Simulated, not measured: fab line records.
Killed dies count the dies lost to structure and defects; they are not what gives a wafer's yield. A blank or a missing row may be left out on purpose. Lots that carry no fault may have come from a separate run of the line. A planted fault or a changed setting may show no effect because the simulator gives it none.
Matching of chambers :: flow n5_finfet :: N5_FIN_CUT_CUT_ETCH_28 on rie_si-04 has 4 sister chambers
The step etches Si in HBr/Cl2/O2, target depth 6 nm, time 2.4 s. 8 wafers are shown with their chamber, then 12 later ones without.

WAFERS WITH THEIR CHAMBER
wafer: L084.1
chamber: 2
throttle_valve_pct (%): 37.1
drypump_motor_current_A (A): 5.5

wafer: L084.4
chamber: 0
throttle_valve_pct (%): 37.8
drypump_motor_current_A (A): 6.4

wafer: L088.3
chamber: 0
throttle_valve_pct (%): 37.8
drypump_motor_current_A (A): 6.4

wafer: L088.4
chamber: 2
throttle_valve_pct (%): 37.1
drypump_motor_current_A (A): 5.6

wafer: L088.5
chamber: 1
throttle_valve_pct (%): 36.7
drypump_motor_current_A (A): 5.6

wafer: L089.1
chamber: 1
throttle_valve_pct (%): 36.7
drypump_motor_current_A (A): 5.5

wafer: L089.2
chamber: 3
throttle_valve_pct (%): 37.0
drypump_motor_current_A (A): 5.9

wafer: L089.6
chamber: 3
throttle_valve_pct (%): 37.1
drypump_motor_current_A (A): 5.9

WAFERS MISSING THEIR CHAMBER
wafer: L090.1
throttle_valve_pct (%): 36.8
drypump_motor_current_A (A): 5.6

wafer: L090.4
throttle_valve_pct (%): 37.1
drypump_motor_current_A (A): 6.0

wafer: L090.5
throttle_valve_pct (%): 37.8
drypump_motor_current_A (A): 6.4

wafer: L093.3
throttle_valve_pct (%): 36.8
drypump_motor_current_A (A): 5.5

wafer: L093.4
throttle_valve_pct (%): 37.1
drypump_motor_current_A (A): 5.6

wafer: L093.6
throttle_valve_pct (%): 37.1
drypump_motor_current_A (A): 5.6

wafer: L094.1
throttle_valve_pct (%): 37.1
drypump_motor_current_A (A): 5.9

wafer: L094.4
throttle_valve_pct (%): 37.8
drypump_motor_current_A (A): 6.4

wafer: L094.5
throttle_valve_pct (%): 36.7
drypump_motor_current_A (A): 5.6

wafer: L095.1
throttle_valve_pct (%): 37.1
drypump_motor_current_A (A): 5.5

wafer: L095.4
throttle_valve_pct (%): 37.8
drypump_motor_current_A (A): 6.4

wafer: L095.6
throttle_valve_pct (%): 37.1
drypump_motor_current_A (A): 5.5

CHAMBER TAKEN BY EACH
wafer: L090.1
from the rows above: 1
in truth: 1

wafer: L090.4
from the rows above: 3
in truth: 3

wafer: L090.5
from the rows above: 0
in truth: 0

wafer: L093.3
from the rows above: 1
in truth: 1

wafer: L093.4
from the rows above: 2
in truth: 2

wafer: L093.6
from the rows above: 2
in truth: 2

wafer: L094.1
from the rows above: 3
in truth: 3

wafer: L094.4
from the rows above: 0
in truth: 0

wafer: L094.5
from the rows above: 1
in truth: 1

wafer: L095.1
from the rows above: 2
in truth: 2

wafer: L095.4
from the rows above: 0
in truth: 0

wafer: L095.6
from the rows above: 2
in truth: 2
Correctly placed: 12 of 12. Left unplaced by these rows: 0. Placed wrongly: 0.
How it was worked out, from the rows above alone: a wafer's distance from a chamber is the root of the sum, over the readings, of the square of ((its reading less the chamber's mean) divided by the reading's scatter). If the next closest chamber is less than 2 further off than the closest, the wafer can't be placed; otherwise it belongs to the closest. The mean given for a chamber averages the wafers shown for that chamber. The scatter is the square root of a quotient: the sum, over the shown wafers, of each reading's squared deviation from its chamber's mean, divided by wafers minus chambers.
